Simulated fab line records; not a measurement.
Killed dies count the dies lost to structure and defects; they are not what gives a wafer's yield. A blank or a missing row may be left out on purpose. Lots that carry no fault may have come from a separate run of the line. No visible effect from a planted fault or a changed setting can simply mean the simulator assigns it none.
Matching of chambers / flow nand-harc / NHARC_A_CHANNEL_FILL_D1_ALD_25 on ald-hk-03: 4 sister chambers
The step deposits SiOx, target thk 60 nm, pulse time 10 s, ald cycles 600. 8 wafers are shown with their chamber, then 8 later ones without.

## WAFERS, EACH WITH ITS CHAMBER
wafer=L074.3; chamber=3; heater-power-w (W)=454; precursor-pulse-height-rel=1.020
wafer=L079.2; chamber=2; heater-power-w (W)=544; precursor-pulse-height-rel=1.014
wafer=L078.4; chamber=0; heater-power-w (W)=460; precursor-pulse-height-rel=1.011
wafer=L078.6; chamber=2; heater-power-w (W)=550; precursor-pulse-height-rel=1.025
wafer=L081.1; chamber=1; heater-power-w (W)=416; precursor-pulse-height-rel=0.990
wafer=L081.2; chamber=0; heater-power-w (W)=467; precursor-pulse-height-rel=0.996
wafer=L081.5; chamber=3; heater-power-w (W)=461; precursor-pulse-height-rel=0.970
wafer=L085.3; chamber=1; heater-power-w (W)=430; precursor-pulse-height-rel=0.974

## WAFERS WITH NO CHAMBER GIVEN
wafer=L085.1; heater-power-w (W)=449; precursor-pulse-height-rel=1.019
wafer=L085.6; heater-power-w (W)=416; precursor-pulse-height-rel=1.014
wafer=L093.3; heater-power-w (W)=443; precursor-pulse-height-rel=1.017
wafer=L093.4; heater-power-w (W)=508; precursor-pulse-height-rel=1.008
wafer=L093.5; heater-power-w (W)=434; precursor-pulse-height-rel=1.008
wafer=L096.3; heater-power-w (W)=507; precursor-pulse-height-rel=1.009
wafer=L096.1; heater-power-w (W)=435; precursor-pulse-height-rel=0.976
wafer=L096.6; heater-power-w (W)=499; precursor-pulse-height-rel=0.995

## WHICH CHAMBER EACH ONE RAN IN
wafer=L085.1; from the rows above=can't be placed: 3 or 0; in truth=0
wafer=L085.6; from the rows above=1; in truth=1
wafer=L093.3; from the rows above=can't be placed: 3 or 0 or 1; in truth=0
wafer=L093.4; from the rows above=can't be placed: 2 or 0 or 3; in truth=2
wafer=L093.5; from the rows above=can't be placed: 1 or 3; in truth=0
wafer=L096.3; from the rows above=can't be placed: 2 or 0 or 3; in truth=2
wafer=L096.1; from the rows above=can't be placed: 1 or 3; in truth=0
wafer=L096.6; from the rows above=can't be placed: 0 or 3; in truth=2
Placed correctly: 1 of 8. From these rows, 7 cannot be placed; in 4 the true chamber is one of the candidates. 0 placed wrongly.
How it was worked out, from the rows above alone: a wafer's distance from a chamber is the root of the sum, over the readings, of the square of ((its reading less the chamber's mean) divided by the reading's scatter). The wafer belongs to the nearest chamber; if the next one is less than 2 further off, it can't be placed. For every chamber, the mean is computed from those of its wafers that are shown. The scatter: the root of (the sum of the squares of (reading less its chamber's mean) over the shown wafers, divided by (wafers less chambers)).
